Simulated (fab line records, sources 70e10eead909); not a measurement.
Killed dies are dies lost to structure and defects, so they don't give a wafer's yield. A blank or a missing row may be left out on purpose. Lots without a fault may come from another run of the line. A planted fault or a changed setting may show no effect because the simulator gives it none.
A struck lot beside a sound one | flow nand_harc | 14 steps out of a route of 1302
Sound: wafers L437.1, L437.4, L437.6. Struck: wafers L447.1, L447.2, L447.5. The cause comes at the end.
At each step with rows: each side's tool, then ch and its chambers, then its first start. Under that, the readings that differ: sound wafers | struck wafers | difference of the means | sigmas: that difference in standard deviations of wafers without a fault.
alike: readings whose means differ by less than 2 such deviations, and words and numbers that are the same on both sides. not compared: withheld readings, readings that some wafer has no value for, bounds like >300 that may hide the same value, and numbers for which the record gives no deviation and whose values overlap.
The two part at a step that has a row with sigmas, a row that says differs or no value, or rows on one side only. Numbers that don't overlap but have no deviation are shown without sigmas and don't part them. A reading that every wafer of one side lacks parts them only if that side has two wafers or more.

NHARC_P_M1_CMP_23: polishes, t overpolish 20 s, target thk 157.82 nm.
  sound on cmp-01 ch 1,2, day 9 16:47; struck on cmp-01 ch 2,3, day 13 19:44
  alike: motor_current_A, slurry_filter_dp_kPa, time_to_endpoint_s
NHARC_P_M1_THK_MEAS_24: measures by xrf.
  sound on film_metro-01, day 9 17:06; struck on film_metro-02, day 13 20:02
  alike: thk_nm
then, 1 step without rows for these wafers: NHARC_P_M1_SRD_25.
NHARC_P_M1_INSPECT_27:
  sound on defect_inspect-02, day 9 17:16; struck on defect_inspect-02, day 13 20:11
  alike: raw_defect_count
NHARC_P_M1_PRE_CLEAN_32: time 12 s.
  sound on pecvd-03 ch 0,1,2, day 9 17:20; struck on pecvd-02 ch 0,1,2, day 13 20:16
  alike: heater_power_w
NHARC_P_M1_DEP_33: deposits SiCN, target thk 30 nm.
  sound on pecvd-03 ch 0,1,2, day 9 17:25; struck on pecvd-02 ch 0,1,2, day 13 20:22
  alike: heater_power_w
then, 5 steps without rows for these wafers: NHARC_P_M2_DEP_00 (deposits SiOC, target thk 182.5 nm); NHARC_P_M2_DEHYDRATE_01 (time 120 s); NHARC_P_M2_HMDS_02 (time 30 s); NHARC_P_M2_COAT_34 (time 65 s); NHARC_P_M2_COAT_03 (resist thk 90 nm).
NHARC_P_M2_SOFTBAKE_04: time 55 s.
  sound on litho_track-06 ch 0, day 9 18:00; struck on litho_track-04 ch 0, day 13 21:00
  reading                  | sound                | struck               | difference | sigmas
  heater_power_total_W (W) | 188.42 188.44 188.49 | 212.59 212.73 212.43 | +24.13     | +99 or more
then, 1 step without rows for these wafers: NHARC_P_M2_EBR_05.
-- the record jumps here: 19 days lie between the struck wafers' starts before and after (it left off in module P_M2 and takes up again in module END, whose first step shown is number 1302 of the route) --
NHARC_END_SORT_01:
  sound on prober-01 ch 0, day 28 09:14; struck on prober-01 ch 0, day 32 18:20
  reading                  | sound          | struck         | difference | sigmas
  defect_limited_yield (%) | 88.9 89.1 83.5 | 95.0 94.8 94.4 | +7.6       | +3
  killed_at_array          | 70 69 109      | 30 26 33       | -53        | -3
  killed_dies              | 75 74 112      | 34 35 38       | -51        | -3
  sort_bin_2_pct (%)       | 3.4 4.0 7.7    | 2.1 1.2 1.3    | -3.5       | -3
  sort_bin_4_pct (%)       | 7.1 5.9 7.8    | 2.5 3.8 3.8    | -3.6       | -2
  sort_n_pass              | 602 603 565    | 643 642 639    | +51        | +3
  sort_yield_pct (%)       | 88.9 89.1 83.5 | 95.0 94.8 94.4 | +7.6       | +3
  alike: killed_at_other, killed_at_periphery, killed_open, killed_short, sort_bin_3_pct, sort_rim_yield_pct

WHERE THEY PART
First at NHARC_P_M2_SOFTBAKE_04; last, within this record, at NHARC_END_SORT_01.

WHY: what the simulator had put in
Process parameter drift: litho_track-04, from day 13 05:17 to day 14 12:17, at NHARC_P_M2_SOFTBAKE_04. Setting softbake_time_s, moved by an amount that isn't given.
